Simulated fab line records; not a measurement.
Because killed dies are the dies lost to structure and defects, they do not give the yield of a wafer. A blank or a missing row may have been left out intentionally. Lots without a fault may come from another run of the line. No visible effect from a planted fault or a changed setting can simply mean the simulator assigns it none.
Split-lot experiment || flow n5-finfet || 21 wafers read across 7 lots, on a route 1938 steps long

ABOUT THE SPLIT
At N5_BEOL_M0_SAQP_EXPOSE_37 (exposes mask M0 CUT1, target cd 30 nm), the setting dose-mj was moved away from the recipe's 44.75 on 9 of the 21 wafers read, by -3.4% to +5.6%. For the rest of the wafers, this setting stayed at what the recipe calls for.

FROM THE SPLIT TO THE READING: what the file shows between them, 8 steps
- N5_BEOL_M0_SAQP_PEB_38: peb time 60 s
- N5_BEOL_M0_SAQP_DEVELOP_39: develop time 30 s
- N5_BEOL_M0_SAQP_DESCUM_45: chemistry O2, time 7 s
- N5_BEOL_M0_SAQP_ETCH_88: etches underlayer in N2/H2, target depth 6.5 nm, time 5.2 s
- N5_BEOL_M0_SAQP_ETCH_73: etches SiARC in CF4, target depth 19.5 nm, time 32.5 s
- N5_BEOL_M0_SAQP_CUT_ETCH_46: etches SOC in N2/H2, target depth 135 nm, overetch 27 nm, time 202.5 s
- N5_BEOL_M0_SAQP_STRIP_89: strips in N2/H2
- N5_BEOL_M0_SAQP_ALD_48: deposits SiO2, target thk 20 nm, pulse time 1 s, co reactant pulse time 1 s

THE READING
BEOL_M0_SAQP.cd-nm (the simulator's own value, which no gauge read), in nm, at N5_BEOL_M0_SAQP_ETCH_49 (etches SiO2 in CF4/O2, target depth 37 nm). The file does not state a usual value for it. Average 30.1 nm, standard deviation 0.22 nm, over the 12 wafers here run with the recipe.

{"wafer": "L075.2", "tool, chamber at the split": "euv-scanner-02, 0", "dose-mj as run": 44.75, "against the recipe": "recipe", "BEOL_M0_SAQP.cd-nm, nm": 29.6, "against lot-mates on the recipe": "-"}
{"wafer": "L075.4", "tool, chamber at the split": "euv-scanner-02, 0", "dose-mj as run": 44.75, "against the recipe": "recipe", "BEOL_M0_SAQP.cd-nm, nm": 30.2, "against lot-mates on the recipe": "-"}
{"wafer": "L075.6", "tool, chamber at the split": "euv-scanner-02, 0", "dose-mj as run": 44.75, "against the recipe": "recipe", "BEOL_M0_SAQP.cd-nm, nm": 29.8, "against lot-mates on the recipe": "-"}
{"wafer": "L077.2", "tool, chamber at the split": "euv-scanner-02, 0", "dose-mj as run": 44.75, "against the recipe": "recipe", "BEOL_M0_SAQP.cd-nm, nm": 30.4, "against lot-mates on the recipe": "-"}
{"wafer": "L077.3", "tool, chamber at the split": "euv-scanner-02, 0", "dose-mj as run": 44.75, "against the recipe": "recipe", "BEOL_M0_SAQP.cd-nm, nm": 30.2, "against lot-mates on the recipe": "-"}
{"wafer": "L077.6", "tool, chamber at the split": "euv-scanner-02, 0", "dose-mj as run": 43.58, "against the recipe": "-2.6%", "BEOL_M0_SAQP.cd-nm, nm": 29.6, "against lot-mates on the recipe": -0.7}
{"wafer": "L085.3", "tool, chamber at the split": "euv-scanner-02, 0", "dose-mj as run": 47.25, "against the recipe": "+5.6%", "BEOL_M0_SAQP.cd-nm, nm": 31, "against lot-mates on the recipe": "+1.2"}
{"wafer": "L085.4", "tool, chamber at the split": "euv-scanner-02, 0", "dose-mj as run": 44.75, "against the recipe": "recipe", "BEOL_M0_SAQP.cd-nm, nm": 29.8, "against lot-mates on the recipe": "-"}
{"wafer": "L085.6", "tool, chamber at the split": "euv-scanner-02, 0", "dose-mj as run": 47.25, "against the recipe": "+5.6%", "BEOL_M0_SAQP.cd-nm, nm": 31.2, "against lot-mates on the recipe": "+1.4"}
{"wafer": "L087.2", "tool, chamber at the split": "euv-scanner-02, 0", "dose-mj as run": 43.22, "against the recipe": "-3.4%", "BEOL_M0_SAQP.cd-nm, nm": 29.6, "against lot-mates on the recipe": -0.6}
{"wafer": "L087.3", "tool, chamber at the split": "euv-scanner-02, 0", "dose-mj as run": 44.75, "against the recipe": "recipe", "BEOL_M0_SAQP.cd-nm, nm": 30.2, "against lot-mates on the recipe": "-"}
{"wafer": "L087.6", "tool, chamber at the split": "euv-scanner-02, 0", "dose-mj as run": 43.22, "against the recipe": "-3.4%", "BEOL_M0_SAQP.cd-nm, nm": 29.2, "against lot-mates on the recipe": -1.0}
{"wafer": "L090.2", "tool, chamber at the split": "euv-scanner-02, 0", "dose-mj as run": 45.97, "against the recipe": "+2.7%", "BEOL_M0_SAQP.cd-nm, nm": 30.8, "against lot-mates on the recipe": "+0.8"}
{"wafer": "L090.5", "tool, chamber at the split": "euv-scanner-02, 0", "dose-mj as run": 44.75, "against the recipe": "recipe", "BEOL_M0_SAQP.cd-nm, nm": 30, "against lot-mates on the recipe": "-"}
{"wafer": "L090.6", "tool, chamber at the split": "euv-scanner-02, 0", "dose-mj as run": 45.97, "against the recipe": "+2.7%", "BEOL_M0_SAQP.cd-nm, nm": 30.2, "against lot-mates on the recipe": "+0.2"}
{"wafer": "L094.2", "tool, chamber at the split": "euv-scanner-01, 0", "dose-mj as run": 44.75, "against the recipe": "recipe", "BEOL_M0_SAQP.cd-nm, nm": 30.2, "against lot-mates on the recipe": "-"}
{"wafer": "L094.3", "tool, chamber at the split": "euv-scanner-01, 0", "dose-mj as run": 44.75, "against the recipe": "recipe", "BEOL_M0_SAQP.cd-nm, nm": 30.2, "against lot-mates on the recipe": "-"}
{"wafer": "L094.6", "tool, chamber at the split": "euv-scanner-01, 0", "dose-mj as run": 44.75, "against the recipe": "recipe", "BEOL_M0_SAQP.cd-nm, nm": 30.2, "against lot-mates on the recipe": "-"}
{"wafer": "L096.1", "tool, chamber at the split": "euv-scanner-01, 0", "dose-mj as run": 43.81, "against the recipe": "-2.1%", "BEOL_M0_SAQP.cd-nm, nm": 29, "against lot-mates on the recipe": -1.0}
{"wafer": "L096.2", "tool, chamber at the split": "euv-scanner-01, 0", "dose-mj as run": 44.75, "against the recipe": "recipe", "BEOL_M0_SAQP.cd-nm, nm": 30, "against lot-mates on the recipe": "-"}
{"wafer": "L096.4", "tool, chamber at the split": "euv-scanner-01, 0", "dose-mj as run": 43.81, "against the recipe": "-2.1%", "BEOL_M0_SAQP.cd-nm, nm": 29.2, "against lot-mates on the recipe": -0.8}

THE FIT
A straight line over all 21 wafers: BEOL_M0_SAQP.cd-nm changes by +0.206 nm for each +1% of dose-mj; r = +0.88; the points scatter about the line by 0.27 nm.
The same after taking each lot's own level away (the mean of its wafers on the recipe; 21 wafers): +0.245 nm for each +1%; r = +0.95; scatter 0.21 nm.
On that fit, the largest move of dose-mj shifts the reading by 1.4 nm.
The span of the lots' own levels, 29.80 to 30.30 nm, comes to 2.3 times the standard deviation stated above.
So the lot-to-lot level changes the slope: the two fits differ.
Check: with one of the wafers moved furthest among these (+5.6%) left out of the fit, the line predicts +1.36 nm for it against its lot-mates. Against them it came out at +1.2 nm.

OTHER SPLITS ON THESE WAFERS
These wafers also went through other splits before the reading. Each is held against what the fit with the lots' levels taken away leaves over:
{"other split on the same wafers": "N5_BEOL_M0_SAQP_SPACER2_ALD_26 target-thk-a", "wafers away from the commonest value": 9, "r with BEOL_M0_SAQP.cd-nm (lot level and that fit taken away)": "+0.55"}

THE WHOLE CHAIN: every reading that the file lists as answering this split, in the file's order
{"step": "N5_BEOL_M0_SAQP_DESCUM_45", "what it does": "chemistry O2, time 7 s", "reading": "BEOL_M0_SAQP.cd-nm (the simulator's own value, which no gauge read)", "change (the file's fit)": "+0.213 nm for each +1% of the setting", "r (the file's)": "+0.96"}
{"step": "N5_BEOL_M0_SAQP_ETCH_88", "what it does": "etches underlayer in N2/H2, target depth 6.5 nm, time 5.2 s", "reading": "BEOL_M0_SAQP.cd-nm (the simulator's own value, which no gauge read)", "change (the file's fit)": "+0.218 nm for each +1% of the setting", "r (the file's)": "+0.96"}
{"step": "N5_BEOL_M0_SAQP_ETCH_49", "what it does": "etches SiO2 in CF4/O2, target depth 37 nm", "reading": "BEOL_M0_SAQP.cd-nm (the simulator's own value, which no gauge read)", "change (the file's fit)": "+0.245 nm for each +1% of the setting", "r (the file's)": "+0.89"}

FILE'S OWN FIT
BEOL_M0_SAQP.cd-nm changes by +0.245 nm for each +1% of dose-mj, r = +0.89.
